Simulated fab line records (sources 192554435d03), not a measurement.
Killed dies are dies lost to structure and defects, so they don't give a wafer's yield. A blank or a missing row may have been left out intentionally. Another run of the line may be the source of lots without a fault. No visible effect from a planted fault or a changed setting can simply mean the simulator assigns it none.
Which tool is to blame? | flow n5-finfet | 35 wafers from 13 lots sampled at 4 of the route's 1938 steps

== WHAT THE GAUGES READ, wafer by wafer ==
N5_BEOL_M6_OCD_MEAS_38. Usual: trench-depth-nm reads 94.9 nm (standard deviation 1.3).
lot  | measured     | on     | trench-depth-nm (nm) | flag
L476 | day 8 17:35  | ocd-02 | 94.2 92.5 96.6       |
L478 | day 9 20:32  | ocd-02 | 93.7 95.4 93.6       |
L481 | day 10 15:37 | ocd-02 | 95.7 96.6 93.4       |
L482 | day 11 02:28 | ocd-02 | 95.5 95.5 95.1       |
L484 | day 11 13:22 | ocd-01 | 96.4                 |
L488 | day 12 03:38 | ocd-02 | 94.9                 |
L491 | day 13 07:46 | ocd-01 | 94.4 94.8 94.7       |
L493 | day 13 13:04 | ocd-01 | 91.6 95.2 91.9       |
L497 | day 14 18:11 | ocd-01 | 94.7 96.3 95.3       |
L495 | day 14 18:46 | ocd-01 | 94.5 95.2 97.0       |
L496 | day 14 19:10 | ocd-02 | 93.2 95.0 97.6       |
L498 | day 14 20:32 | ocd-01 | 96.3 95.8 96.1       |
L499 | day 15 19:35 | ocd-01 | 94.2 96.9 94.6       |

N5_BEOL_M6_RS_MEAS_57: uses a four-point probe to measure. Usual: for M6_RS the level is 0.287 ohm/sq and the standard deviation is 0.0067.
lot  | measured     | on            | M6_RS (ohm/sq)    | flag
L476 | day 8 21:26  | film-metro-01 | 0.287 0.295 0.273 |
L478 | day 10 01:00 | film-metro-01 | 0.297 0.284 0.299 |
L481 | day 10 20:06 | film-metro-02 | 0.274 0.271 0.286 |
L482 | day 11 05:51 | film-metro-02 | 0.286 0.287 0.294 |
L484 | day 11 16:38 | film-metro-02 | 0.278             |
L488 | day 12 05:53 | film-metro-01 | 0.283             |
L491 | day 13 10:10 | film-metro-02 | 0.282 0.285 0.285 |
L493 | day 13 16:16 | film-metro-01 | 0.294 0.282 0.294 |
L497 | day 14 20:31 | film-metro-02 | 0.289 0.281 0.281 |
L495 | day 14 20:59 | film-metro-01 | 0.294 0.284 0.281 |
L496 | day 14 22:44 | film-metro-02 | 0.295 0.289 0.279 |
L498 | day 14 23:53 | film-metro-02 | 0.289 0.283 0.282 |
L499 | day 15 23:58 | film-metro-02 | 0.297 0.283 0.295 |

== EACH LOT AND THE TOOL THAT RAN IT (in order: tool; ch and the chambers of the sampled wafers; start) ==
lot  | N5_BEOL_M6_CURE_75            | N5_BEOL_M6_CVD_78
L476 | uv-cure-02 ch 0, day 8 17:53  | cvd-co-02 ch 1,2, day 8 20:18
L478 | uv-cure-01 ch 1, day 9 21:04  | cvd-co-01 ch 1,2, day 9 22:28
L481 | uv-cure-01 ch 2, day 10 15:51 | cvd-co-02 ch 1,2, day 10 18:35
L482 | uv-cure-01 ch 0, day 11 02:39 | cvd-co-01 ch 0,2, day 11 03:47
L484 | uv-cure-02 ch 0, day 11 13:33 | cvd-co-01 ch 1, day 11 14:52
L488 | uv-cure-03 ch 2, day 12 04:05 | cvd-co-01 ch 2, day 12 04:52
L491 | uv-cure-03 ch 1, day 13 08:01 | cvd-co-02 ch 0,1,2, day 13 09:02
L493 | uv-cure-03 ch 2, day 13 13:19 | cvd-co-02 ch 0,1,2, day 13 14:23
L497 | uv-cure-03 ch 0, day 14 18:26 | cvd-co-01 ch 0,2, day 14 19:19
L495 | uv-cure-01 ch 2, day 14 19:04 | cvd-co-02 ch 0,1,2, day 14 19:50
L496 | uv-cure-03 ch 1, day 14 19:22 | cvd-co-01 ch 0,1, day 14 20:45
L498 | uv-cure-01 ch 1, day 14 20:44 | cvd-co-01 ch 0,1,2, day 14 22:16
L499 | uv-cure-02 ch 0, day 15 19:48 | cvd-co-01 ch 0,1,2, day 15 22:40
- N5_BEOL_M6_CURE_75: cures SiCOH lowk, time 120 s.
- N5_BEOL_M6_CVD_78: deposits Co from CCTBA/H2, target thk 2 nm, time 142.3 s.

== AS READ BY THE TOOLS THEMSELVES (means over the sampled wafers that have a number; for cases with no such wafer, the mark the record gives instead) ==
N5_BEOL_M6_CURE_75. Usual: lamp-power-pct 52.32 %, standard deviation 0.058; wafer_temp_C_max 371.8, standard deviation 0.92.
lot  | tool       | lamp-power-pct (%) | wafer_temp_C_max | flag
L476 | uv-cure-02 | 52.34              | 371.3            |
L478 | uv-cure-01 | 52.26              | 371.6            |
L481 | uv-cure-01 | 52.31              | 371.7            |
L482 | uv-cure-01 | 52.35              | 371.4            |
L484 | uv-cure-02 | 52.30              | 370.5            |
L488 | uv-cure-03 | 52.28              | 371.2            |
L491 | uv-cure-03 | 52.34              | 373.3            |
L493 | uv-cure-03 | 52.28              | 371.5            |
L497 | uv-cure-03 | 52.31              | 372.8            |
L495 | uv-cure-01 | 52.26              | 371.6            |
L496 | uv-cure-03 | 52.31              | 373.0            |
L498 | uv-cure-01 | 52.26              | 371.2            |
L499 | uv-cure-02 | 52.29              | 371.4            |

N5_BEOL_M6_CVD_78. Usual: run-length-s reads 165.9 s (standard deviation 0.7).
lot  | tool      | run-length-s (s) | flag
L476 | cvd-co-02 | 166.2            |
L478 | cvd-co-01 | 166.4            |
L481 | cvd-co-02 | 166.0            |
L482 | cvd-co-01 | 165.9            |
L484 | cvd-co-01 | 168.9            | OFF
L488 | cvd-co-01 | 166.0            |
L491 | cvd-co-02 | 165.1            |
L493 | cvd-co-02 | 165.6            |
L497 | cvd-co-01 | 166.4            |
L495 | cvd-co-02 | 165.3            |
L496 | cvd-co-01 | 166.3            |
L498 | cvd-co-01 | 166.1            |
L499 | cvd-co-01 | 166.1            |

== THE ANSWER, worked out from the rows above alone ==
Rule: lot off if the mean of its wafers having a number is beyond 3 standard deviations from the usual mean. Also off: a lot with no number at a reading for which 4 or more lots have one. The other lots that the step has rows for count as sound. The gauges are gone through in route order, then the tools' own readings, and for those a lot's mean is taken as printed above. At the first step where some lot is off, the reading lying furthest off is the one used; lots without a number count as furthest.
Off at N5_BEOL_M6_CVD_78 (run-length-s): L484.
If a tool, at that step or one of the process steps before it, ran each lot that is off and ran no sound lot following the first of them, it fits. Of those tried, none fits.

== WHAT THE SIMULATOR PUT IN ==
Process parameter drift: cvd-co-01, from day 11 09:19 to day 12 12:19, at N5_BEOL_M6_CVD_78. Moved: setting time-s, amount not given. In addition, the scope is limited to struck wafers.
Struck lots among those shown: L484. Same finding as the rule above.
